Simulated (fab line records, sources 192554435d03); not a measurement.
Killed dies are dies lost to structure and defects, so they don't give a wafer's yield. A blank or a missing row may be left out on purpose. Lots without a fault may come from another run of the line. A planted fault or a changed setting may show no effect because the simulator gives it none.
fab line records | flow n5_finfet
record lots=7 wafers=20 last_day=17
route steps=1938 shown BEOL_M10@1487 PASSIVATION@1936
lots that met no fault: from a run of the same line without faults
start_h: hours from the record's first day to the start of the lot's first wafer shown | wait_h: hours since the lot's step before | " the same as in the row above | L1.1+2: a row that stands for several wafers | - no value, or no start given | * or withheld: withheld | < > ~ a bound
route shown NAME@n: a module of which the file shows steps, and the number in the route of the first | usual: mean/standard deviation of fault-free wafers | same: alike in all rows | chamber/n: place in a boat | sites: the reading at each site | _std_site: their standard deviation | _edge_site: outer sites' mean less inner sites' | radius_mm: how far each site lies from the wafer's centre | mask NAME#n: copy n | behind: the tool/chamber that last shaped the wafer | hold: why the lot was held/for how many hours/how that ended | device: the transistor (n, p or np) that didn't switch | end of line: the same wafers' tests at the end of the route | a step without rows: its recipe alone | killed: dies lost to structure and defects at the first sort, not the wafer's yield | map: a wafer's dies, x killed, . not, _ none there
set.NAME: the setting as run; set.NAME@STEP: as run at that earlier step | model.NAME: the simulator's own value behind a step, which no gauge read
lots at some steps of the route; a table a step, a row a wafer
services: from which hour (start_h, from the record's first day; less than 0 if before it) a tool's chamber was out of use, for how many hours, and why
## steps
# step N5_BEOL_M10_ETCH_61
# recipe chemistry=CF4 target=SiARC target_depth_a=390 mask_material=CAR-ArF time_s=65 ion_energy_ev=80 pressure_mtorr=40 source_w=545 bias_w=36 Ar_flow_sccm=100 cf4_flow_sccm=100 ends=cleared
# usual drypump_motor_current_A=5.8/0.42 etch_rf_on_time_s=64.6/1.1 oes_product_au=0.67/0.066 rf_vpp_V=184.3/1.3 showerhead_plenum_p_Torr=2.17/0.078 throttle_valve_pct=15.62/0.25
# columns lot.wafer tool chamber start_h wait_h drypump_motor_current_A etch_rf_on_time_s oes_product_au rf_hours_counter_h rf_vpp_V showerhead_plenum_p_Torr throttle_valve_pct
L208.3 rie_diel-01 1 230.23 0.0 5.6 65.0 0.70 73 186.8 2.25 15.43
L208.4 " 2 " " 5.1 66.2 0.58 249 185.3 2.19 16.02
L208.6 " 3 " " 6.2 64.6 0.65 - 185.6 2.23 15.66
L211.2 rie_diel-06 2 244.02 0.0 5.4 64.1 0.62 196 186.2 2.21 16.01
L211.3 " 0 " " 5.7 63.6 0.75 43 183.8 2.09 15.39
L211.6 " 1 " " 5.0 65.7 0.74 - 182.2 2.09 15.42
L213.1 rie_diel-01 1 260.10 0.0 5.6 65.4 0.68 91 186.1 2.25 15.46
L213.3 " 0 " " 5.6 66.6 0.60 - 181.7 2.04 15.93
L213.4 " 1 " " 5.6 65.4 0.69 - 185.3 2.25 15.47
L216.3 rie_diel-06 3 280.89 0.0 6.4 64.3 0.63 169 183.4 2.14 15.92
L216.4 " 3 " " 6.4 64.7 0.63 - 184.2 2.14 15.94
L218.1 rie_diel-01 2 290.94 0.0 5.0 63.6 0.82 8 183.8 2.19 15.53
L218.3 " 3 " " 6.2 64.1 0.63 173 184.3 2.22 15.71
L218.4 " 0 " " 5.6 66.7 0.59 230 181.4 2.04 15.94
L223.4 rie_diel-02 3 312.00 0.0 5.8 65.1 0.61 179 182.8 2.05 15.54
L223.5 " 1 " " 6.5 62.8 0.81 - 183.7 2.18 15.27
L223.6 " 0 " " 5.5 63.5 0.75 - 185.6 2.26 15.27
L229.2 rie_diel-02 3 348.60 0.0 5.9 64.8 0.61 192 183.9 2.05 15.57
L229.5 " 1 " " 6.5 62.8 0.78 - 185.6 2.18 15.33
L229.6 " 2 " " 6.1 63.7 0.63 - 184.1 2.22 15.58
# step N5_BEOL_M10_ETCH_62
# recipe chemistry=N2/H2 target=SOC target_depth_a=1100 overetch_a=220 mask_material=SiARC temp_c=40 time_s=165 ion_energy_ev=200 pressure_mtorr=30 source_w=840 bias_w=150 n2_flow_sccm=200 h2_flow_sccm=200
# usual drypump_motor_current_A=5.8/0.42 oes_product_au=0.66/0.061 rf_vpp_V=524.7/2.9 showerhead_plenum_p_Torr=2.57/0.1 throttle_valve_pct=17.85/0.26
# same time_s=165
# columns lot.wafer tool chamber start_h wait_h drypump_motor_current_A oes_product_au rf_hours_counter_h rf_vpp_V showerhead_plenum_p_Torr throttle_valve_pct
L208.3 rie_diel-01 1 230.28 0.0 5.6 0.69 73 528.1 2.68 17.63
L208.4 " 2 " " 5.1 0.59 249 526.4 2.61 18.23
L208.6 " 3 " " 6.2 0.63 - 526.9 2.65 17.88
L211.2 rie_diel-06 2 244.07 0.0 5.4 0.61 196 525.8 2.63 18.25
L211.3 " 0 " " 5.7 0.75 43 522.6 2.48 17.67
L211.6 " 1 " " 5.0 0.73 - 522.3 2.47 17.53
L213.1 rie_diel-01 1 260.17 0.1 5.6 0.68 91 529.0 2.68 17.64
L213.3 " 0 " " 5.6 0.61 - 518.0 2.41 18.12
L213.4 " 1 " " 5.6 0.68 - 529.0 2.68 17.64
L216.3 rie_diel-06 3 280.94 0.0 6.4 0.63 169 525.0 2.54 18.30
L216.4 " 3 " " 6.4 0.62 - 523.1 2.54 18.30
L218.1 rie_diel-01 2 290.99 0.0 5.1 0.80 8 526.7 2.60 17.77
L218.3 " 3 " " 6.2 0.63 173 526.5 2.64 17.92
L218.4 " 0 " " 5.6 0.60 230 521.2 2.40 18.13
L223.4 rie_diel-02 3 312.05 0.0 5.9 0.61 179 520.6 2.43 17.69
L223.5 " 1 " " 6.5 0.78 - 525.5 2.61 17.63
L223.6 " 0 " " 5.5 0.74 - 528.8 2.70 17.55
L229.2 rie_diel-02 3 348.65 0.0 5.9 0.60 192 518.4 2.42 17.72
L229.5 " 1 " " 6.5 0.76 - 525.9 2.61 17.63
L229.6 " 2 " " 6.1 0.62 - 525.9 2.64 17.77
# step N5_BEOL_M10_STRIP_68
# recipe chemistry=N2/H2 temp_c=40 n2_flow_sccm=200 h2_flow_sccm=200 rf_frequency_hz=6e+07
# step N5_BEOL_M10_STRIP_67
# recipe chemistry=CF4 resist=SiARC power_w=300 bias_power_w=75 pressure_mtorr=50 cf4_flow_sccm=150 rf_frequency_hz=6e+07
# usual drypump_motor_current_A=5.8/0.43 oes_product_au=0.78/0.072 rf_vpp_V=271.6/1.7 showerhead_plenum_p_Torr=1.81/0.066 throttle_valve_pct=13.59/0.26
# columns lot.wafer tool chamber start_h wait_h drypump_motor_current_A oes_product_au rf_hours_counter_h rf_vpp_V showerhead_plenum_p_Torr throttle_valve_pct
L208.3 rie_diel-01 1 230.42 0.0 5.6 0.82 73 273.2 1.89 13.39
L208.4 " 2 " " 5.0 0.69 249 272.8 1.84 14.03
L208.6 " 3 " " 6.2 0.75 - 274.0 1.87 13.66
L211.2 rie_diel-06 2 244.22 0.0 5.5 0.72 196 272.5 1.85 13.98
L211.3 " 0 " " 5.8 0.87 43 270.5 1.75 13.36
L211.6 " 1 " " 5.0 0.87 - 270.4 1.75 13.34
L213.1 rie_diel-01 1 260.39 0.0 5.6 0.81 91 274.1 1.88 13.43
L213.3 " 0 " " 5.6 0.71 - 267.8 1.71 13.91
L213.4 " 1 " " 5.6 0.81 - 274.0 1.88 13.45
L216.3 rie_diel-06 3 281.09 0.0 6.4 0.74 169 270.8 1.79 13.90
L216.4 " 3 " " 6.4 0.74 - 271.7 1.79 13.91
L218.1 rie_diel-01 2 291.14 0.0 5.1 0.94 8 270.4 1.83 13.46
L218.3 " 3 " " 6.2 0.73 173 272.8 1.86 13.69
L218.4 " 0 " " 5.6 0.71 230 269.7 1.71 13.94
L223.4 rie_diel-02 3 312.20 0.0 5.9 0.72 179 269.3 1.71 13.53
L223.5 " 1 " " 6.5 0.93 - 272.1 1.83 13.23
L223.6 " 0 " " 5.5 0.87 - 273.4 1.89 13.19
L229.2 rie_diel-02 3 348.80 0.0 5.8 0.71 192 269.9 1.71 13.58
L229.5 " 1 " " 6.5 0.88 - 272.5 1.82 13.26
L229.6 " 2 " " 6.1 0.73 - 272.6 1.86 13.56
# step N5_BEOL_M10_HM_OPEN_17
# recipe chemistry=Cl2/BCl3 target_depth_a=200 overetch_a=60 target=TiN mask_material=SOC ion_energy_ev=150 pressure_mtorr=10 icp_w=1000 bias_w=126 Cl2_flow_sccm=53.25 bcl3_flow_sccm=21.75 Ar_flow_sccm=25
# usual drypump_motor_current_A=5.8/0.41 mfc_cl2_sccm=53.26/0.17 oes_product_au=0.62/0.052 throttle_valve_pct=22.01/0.15
# columns lot.wafer tool chamber start_h wait_h drypump_motor_current_A mfc_cl2_sccm oes_product_au rf_hours_counter_h throttle_valve_pct
L208.3 rie_metal-02 1 230.49 0.1 6.0 53.34 0.63 - 21.97
L208.4 " 0 " " 5.2 53.58 0.78 - 21.84
L208.6 " 1 " " 6.0 53.31 0.63 - 21.96
L211.2 rie_metal-03 1 244.26 0.0 5.7 53.21 0.61 72 22.10
L211.3 " 1 " " 5.8 53.30 0.61 - 22.09
L211.6 " 1 " " 5.7 53.21 0.61 - 22.11
L213.1 rie_metal-01 1 260.44 0.0 6.5 53.43 0.63 44 21.70
L213.3 " 1 " " 6.5 53.39 0.64 - 21.70
L213.4 " 0 " " 6.0 53.20 0.56 - 21.96
L216.3 rie_metal-03 1 281.16 0.1 5.8 53.16 0.60 - 22.09
L216.4 " 0 " " 5.4 53.42 0.61 - 22.17
L218.1 rie_metal-01 0 291.18 0.0 6.0 53.17 0.57 97 21.98
L218.3 " 0 " " 6.0 52.98 0.56 - 21.94
L218.4 " 1 " " 6.5 53.06 0.63 - 21.72
L223.4 rie_metal-02 0 312.27 0.1 5.2 53.50 0.73 - 21.87
L223.5 " 1 " " 6.0 53.40 0.60 - 22.00
L223.6 " 0 " " 5.2 53.59 0.72 - 21.86
L229.2 rie_metal-03 0 348.84 0.0 5.3 53.04 0.59 76 22.18
L229.5 " 0 " " 5.4 53.02 0.59 - 22.17
L229.6 " 1 " " 5.8 53.00 0.59 - 22.12
# step N5_BEOL_M10_STRIP_19
# recipe chemistry=O2 power_w=400 temp_c=40 pressure_mtorr=30 rf_frequency_hz=6e+07 bias_power_w=0 overash_fraction=0.2 o2_flow_sccm=225
# usual drypump_motor_current_A=5.7/0.45 oes_product_au=0.78/0.079 rf_vpp_V=3.7/0.55 showerhead_plenum_p_Torr=2.11/0.079 throttle_valve_pct=16.69/0.25
# columns lot.wafer tool chamber start_h wait_h drypump_motor_current_A oes_product_au rf_hours_counter_h rf_vpp_V showerhead_plenum_p_Torr throttle_valve_pct
L208.3 rie_diel-01 3 230.57 0.1 6.2 0.74 150 3.5 2.19 16.71
L208.4 " 2 " " 5.0 0.68 249 3.4 2.15 17.07
L208.6 " 1 " " 5.6 0.82 - 3.8 2.20 16.44
L211.2 rie_diel-01 0 244.43 0.1 5.7 0.71 207 4.1 1.99 16.92
L211.3 " 1 " " 5.6 0.81 80 3.8 2.20 16.45
L211.6 " 3 " " 6.2 0.74 - 2.4 2.18 16.70
L213.1 rie_diel-06 3 260.56 0.1 6.4 0.75 161 3.6 2.08 16.93
L213.3 " 1 " " 5.0 0.86 47 5.0 2.03 16.41
L213.4 " 2 " " 5.5 0.71 205 4.0 2.16 17.10
L216.3 rie_diel-06 2 281.24 0.1 5.4 0.71 214 3.0 2.16 17.11
L216.4 " 3 " " 6.4 0.74 - 3.5 2.08 16.93
L218.1 rie_diel-06 1 291.32 0.1 5.0 0.85 50 4.4 2.03 16.43
L218.3 " 3 " " 6.4 0.74 174 2.8 2.08 16.94
L218.4 " 0 " " 5.7 0.85 66 4.0 2.04 16.50
L223.4 rie_diel-02 2 312.35 0.1 6.1 0.74 156 3.5 2.19 16.64
L223.5 " 1 " " 6.5 0.94 - 4.2 2.15 16.37
L223.6 " 0 " " 5.5 0.88 - 3.8 2.22 16.33
L229.2 rie_diel-06 2 348.95 0.1 5.5 0.69 239 3.0 2.15 17.16
L229.5 " 2 " " 5.5 0.69 - 4.9 2.15 17.16
L229.6 " 3 " " 6.4 0.72 - 3.6 2.07 17.00
# step N5_BEOL_M10_CD_MEAS_18
# recipe pitch_nm=140 target_cd_nm=70
# usual cd_nm=70.3/0.54
# columns lot.wafer tool chamber start_h wait_h cd_nm
L208.3 cd_sem-03 - 230.65 0.1 70.8
L208.4 " - " " 71.0
L208.6 " - " " 71.5
L211.2 cd_sem-01 - 244.50 0.1 70.7
L211.3 " - " " 70.4
L211.6 " - " " 70.7
L213.1 cd_sem-02 - 260.63 0.0 69.4
L213.3 " - " " 69.3
L213.4 " - " " 70.1
L216.3 cd_sem-03 - 281.31 0.1 70.4
L216.4 " - " " 70.9
L218.1 cd_sem-01 - 291.39 0.0 70.7
L218.3 " - " " 71.4
L218.4 " - " " 70.6
L223.4 cd_sem-03 - 312.42 0.1 70.2
L223.5 " - " " 70.0
L223.6 " - " " 70.5
L229.2 cd_sem-02 - 349.02 0.1 70.4
L229.5 " - " " 70.5
L229.6 " - " " 70.5
# step N5_BEOL_M10_COAT_63
# recipe resist=SOC temp_c=250 time_s=60 spin_rpm=1500 resist_thk_nm=100
# step N5_BEOL_M10_COAT_64
# recipe resist=SiARC temp_c=220 time_s=60 spin_rpm=1500 resist_thk_nm=30
# step N5_BEOL_M10_COAT_22
# recipe resist=CAR-ArF spin_rpm=1500 resist_thk_nm=90
# step N5_BEOL_M10_EBR_24
# recipe solvent=PGMEA ebr_width_mm=1.5
# step N5_BEOL_M10_SOFTBAKE_23
# recipe temp_c=110 time_s=60 resist=CAR-ArF
# step N5_BEOL_M10_EXPOSE_25
# recipe mask_id=V9 na=1.35 source_shape=annular sigma_inner=0.5 sigma_outer=0.8 polarization=unpolarized dose_mj=85.5
# usual exposure_dose_mJ_cm2=85.45/0.1
# columns lot.wafer tool chamber start_h wait_h mask exposure_dose_mJ_cm2
L208.3 arfi_scanner-01 0 231.09 - V9#0 85.37
L208.4 " 0 " " V9#0 85.30
L208.6 " 0 " " V9#0 85.37
L211.2 arfi_scanner-01 0 244.67 - V9#0 83.27
L211.3 " 0 " " V9#0 83.41
L211.6 " 0 " " V9#0 83.31
L213.1 arfi_scanner-01 0 261.50 - V9#0 83.69
L213.3 " 0 " " V9#0 83.81
L213.4 " 0 " " V9#0 83.69
L216.3 arfi_scanner-01 0 281.61 - V9#0 84.34
L216.4 " 0 " " V9#0 84.35
L218.1 arfi_scanner-02 0 291.59 - V9#0 85.47
L218.3 " 0 " " V9#0 85.50
L218.4 " 0 " " V9#0 85.29
L223.4 arfi_scanner-03 0 314.20 - V9#0 85.34
L223.5 " 0 " " V9#0 85.39
L223.6 " 0 " " V9#0 85.32
L229.2 arfi_scanner-02 0 350.82 - V9#0 85.37
L229.5 " 0 " " V9#0 85.53
L229.6 " 0 " " V9#0 85.54
# step N5_BEOL_M10_PEB_26
# recipe peb_temp_c=withheld peb_time_s=60 resist=CAR-ArF
# step N5_PASSIVATION_PROBE_49
# usual defect_limited_yield=91.2/1.4 killed_at_M0_to_M3=34/9.4 killed_at_M4_up=13/5.8 killed_at_contacts=13/6.4 killed_at_front_end=41/11 killed_at_other=3.1/2.3 killed_dies=103/16 killed_open=69/12 killed_short=33/7.8 sort_bin_5_function=5.1/0.91 sort_bin_6_memory=3.3/0.63 sort_n_pass=1077/16 sort_yield_pct=91.2/1.4
# same gross_dies=1180 killed_at_back_side=0 sort_bin_4_leakage[%]=0 sort_bin_8_speed[%]=0
# columns lot.wafer tool chamber start_h wait_h defect_limited_yield[%] killed_at_M0_to_M3 killed_at_M4_up killed_at_contacts killed_at_front_end killed_at_other killed_dies killed_open killed_short sort_bin_5_function[%] sort_bin_6_memory[%] sort_n_pass sort_yield_pct[%]
L208.3 prober-01 - 283.54 0.1 92.7 38 10 7 30 1 86 63 23 4.5 2.4 1094 92.7
L208.4 prober-01 - 283.59 0.2 90.1 48 16 10 41 2 117 81 36 5.3 4.4 1063 90.1
L208.6 prober-01 - 283.69 0.3 89.9 59 10 10 38 2 119 77 40 6.1 3.6 1061 89.9
L211.2 prober-02 - 295.19 0.1 92.2 28 9 16 33 6 92 62 30 5.1 2.6 1088 92.2
L211.3 prober-02 - 295.24 0.1 91.0 36 12 6 49 3 106 54 50 5.8 2.7 1074 91.0
L211.6 prober-02 - 295.39 0.3 92.4 39 8 0 36 7 90 54 33 4.2 3.3 1090 92.4
L218.1 prober-01 - 343.41 0.0 92.0 26 8 11 49 0 94 62 32 4.6 2.9 1086 92.0
L218.3 prober-01 - 343.51 0.1 92.6 26 16 4 38 3 87 53 31 4.4 2.4 1093 92.6
L218.4 prober-01 - 343.56 0.2 91.5 35 19 11 34 1 100 68 32 5.3 3.1 1080 91.5
L223.4 prober-01 - 362.22 0.2 93.6 24 5 8 36 2 75 43 32 4.0 2.2 1105 93.6
L223.5 prober-01 - 362.27 0.2 89.8 34 7 23 50 6 120 75 45 6.4 3.6 1060 89.8
L223.6 prober-01 - 362.32 0.3 91.2 43 8 15 34 4 104 65 39 5.2 3.3 1076 91.2
# killed by level:class
L208.3 FIN_SAQP:geometric_particle:open=12 BEOL_M1:geometric_particle:open=9 BEOL_M0_SAQP:geometric_particle:open=6 BEOL_M3:geometric_particle:open=6 BEOL_M2:geometric_particle:open=5 BEOL_M8:geometric_particle:open=5 MOL_CONTACT_COAG:geometric_particle:open=4 FIN_SAQP:geometric_particle:short=3
L208.4 FIN_SAQP:geometric_particle:short=14 BEOL_M2:geometric_particle:open=12 BEOL_M1:geometric_particle:open=10 BEOL_M3:geometric_particle:open=9 BEOL_M4:geometric_particle:open=9 MOL_CONTACT_COAG:geometric_particle:open=8 FIN_SAQP:geometric_particle:open=7 BEOL_M2:geometric_particle:short=7
L208.6 BEOL_M2:geometric_particle:open=12 BEOL_M0_SAQP:geometric_particle:short=11 BEOL_M3:geometric_particle:open=11 STI_FIN_REVEAL:geometric_particle:open=10 BEOL_M1:geometric_particle:open=9 MOL_CONTACT_COAG:geometric_particle:open=8 FIN_SAQP:geometric_particle:short=7 BEOL_M3:geometric_particle:short=6
L211.2 MOL_CONTACT_COAG:geometric_particle:open=13 BEOL_M2:geometric_particle:open=12 FIN_SAQP:geometric_particle:open=7 DUMMY_GATE:geometric_particle:open=5 BEOL_M0_SAQP:geometric_particle:open=5 BEOL_M2:geometric_particle:short=5 GATE_CUT:geometric_particle:short=4 STI_FIN_REVEAL:geometric_particle:open=3
L211.3 BEOL_M0_SAQP:geometric_particle:short=12 GATE_CUT:geometric_particle:short=11 STI_FIN_REVEAL:geometric_particle:open=10 BEOL_M0_SAQP:geometric_particle:open=7 FIN_SAQP:geometric_particle:short=6 BEOL_M2:geometric_particle:short=6 FIN_SAQP:geometric_particle:open=5 MOL_CONTACT_COAG:geometric_particle:open=5
L211.6 DUMMY_GATE:geometric_particle:open=8 BEOL_M0_SAQP:geometric_particle:open=8 BEOL_M0:geometric_particle:open=8 BEOL_M3:geometric_particle:open=7 GATE_CUT:geometric_particle:short=6 BEOL_M0_SAQP:geometric_particle:short=5 BEOL_M2:geometric_particle:open=4 STARTING-WAFER:geometric_particle:open=3
L218.1 BEOL_M2:geometric_particle:open=13 STI_FIN_REVEAL:geometric_particle:open=12 FIN_SAQP:geometric_particle:short=11 MOL_CONTACT_COAG:geometric_particle:open=10 GATE_CUT:geometric_particle:open=5 BEOL_M0_SAQP:geometric_particle:short=5 DUMMY_GATE:geometric_particle:open=4 STARTING-WAFER:geometric_particle:short=4
L218.3 FIN_SAQP:geometric_particle:short=12 FIN_SAQP:geometric_particle:open=6 STI_FIN_REVEAL:geometric_particle:open=6 BEOL_M0_SAQP:geometric_particle:short=6 BEOL_M4:geometric_particle:open=6 BEOL_M2:geometric_particle:open=5 BEOL_M0_SAQP:geometric_particle:open=4 BEOL_M3:geometric_particle:short=4
L218.4 STI_FIN_REVEAL:geometric_particle:open=13 BEOL_M0_SAQP:geometric_particle:short=12 BEOL_M4:geometric_particle:open=10 MOL_CONTACT_COAG:geometric_particle:open=9 BEOL_M0_SAQP:geometric_particle:open=6 DUMMY_GATE:geometric_particle:open=6 BEOL_M2:geometric_particle:open=6 FIN_SAQP:geometric_particle:short=5
L223.4 BEOL_M0_SAQP:geometric_particle:short=9 MOL_CONTACT_COAG:geometric_particle:open=8 DUMMY_GATE:geometric_particle:open=5 GATE_CUT:geometric_particle:open=5 GATE_CUT:geometric_particle:short=5 FIN_SAQP:geometric_particle:short=4 FIN_SAQP:geometric_particle:open=3 STI_FIN_REVEAL:geometric_particle:open=3
L223.5 MOL_CONTACT_COAG:geometric_particle:open=19 FIN_SAQP:geometric_particle:open=13 BEOL_M0_SAQP:geometric_particle:short=12 FIN_SAQP:geometric_particle:short=10 BEOL_M0_SAQP:geometric_particle:open=9 STI_FIN_REVEAL:geometric_particle:open=8 GATE_CUT:geometric_particle:short=6 BEOL_M3:geometric_particle:open=4
L223.6 BEOL_M0_SAQP:geometric_particle:open=20 BEOL_M0_SAQP:geometric_particle:short=15 MOL_CONTACT_COAG:geometric_particle:open=11 FIN_SAQP:geometric_particle:short=7 DUMMY_GATE:geometric_particle:open=7 GATE_CUT:geometric_particle:short=4 MOL_CONTACT_COAG:geometric_particle:short=4 STARTING-WAFER:geometric_particle:open=4
## services
# columns tool chamber start_h hours kind
arfi_scanner-01 - 209.37 0.8 pm
arfi_scanner-02 - 210.25 1.0 pm
rie_diel-01 2 231.57 - clean
rie_diel-01 2 231.57 - consumable_replace:focus_ring
rie_diel-01 2 231.57 32.8 scheduled_down
arfi_scanner-01 - 233.70 0.4 repair
arfi_scanner-03 - 233.80 0.8 pm
arfi_scanner-02 - 235.63 1.3 pm
arfi_scanner-03 - 235.73 1.3 pm
rie_diel-02 - 241.53 15.6 pm
arfi_scanner-01 - 251.08 0.4 repair
arfi_scanner-03 - 264.05 2.2 repair
rie_diel-06 1 266.28 23.2 repair
arfi_scanner-01 - 269.72 1.3 pm
arfi_scanner-02 - 271.84 0.8 pm
rie_metal-03 - 279.19 0.3 repair
arfi_scanner-02 - 292.34 0.3 repair
arfi_scanner-02 - 306.32 0.9 repair
arfi_scanner-03 - 306.91 0.3 repair
rie_metal-01 - 311.80 2.8 pm
arfi_scanner-02 - 311.85 1.0 pm
arfi_scanner-03 - 329.19 3.2 repair
arfi_scanner-03 - 340.90 2.9 repair
arfi_scanner-01 - 341.26 1.0 pm
## key
first_sign step=N5_BEOL_M10_EXPOSE_25 reading=exposure_dose_mJ_cm2 direction=down sigmas=17 usual=85.45 struck=83.73
effect none on later readings
met_at N5_BEOL_M10_EXPOSE_25
struck_wafers L211.2,L211.3,L211.6,L213.1,L213.3,L213.4,L216.3,L216.4
rows_end L216.3,L216.4
loop_trim step=N5_BEOL_M10_EXPOSE_25 setting=dose lots=L213,L216
onset_between 231.09 244.67
fault kind=process_parameter_drift tool=arfi_scanner-01 chamber=- onset_h=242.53 steps=N5_BEOL_M10_EXPOSE_25 channel=dose_mj offset=-2.1803 shape=step acts_in=these_recipes_only stated=85.5
# rows_end: these wafers met a further fault down the route, and their rows from its step on are left out
# loop_trim: a control loop set the setting to another value than it would have without faults
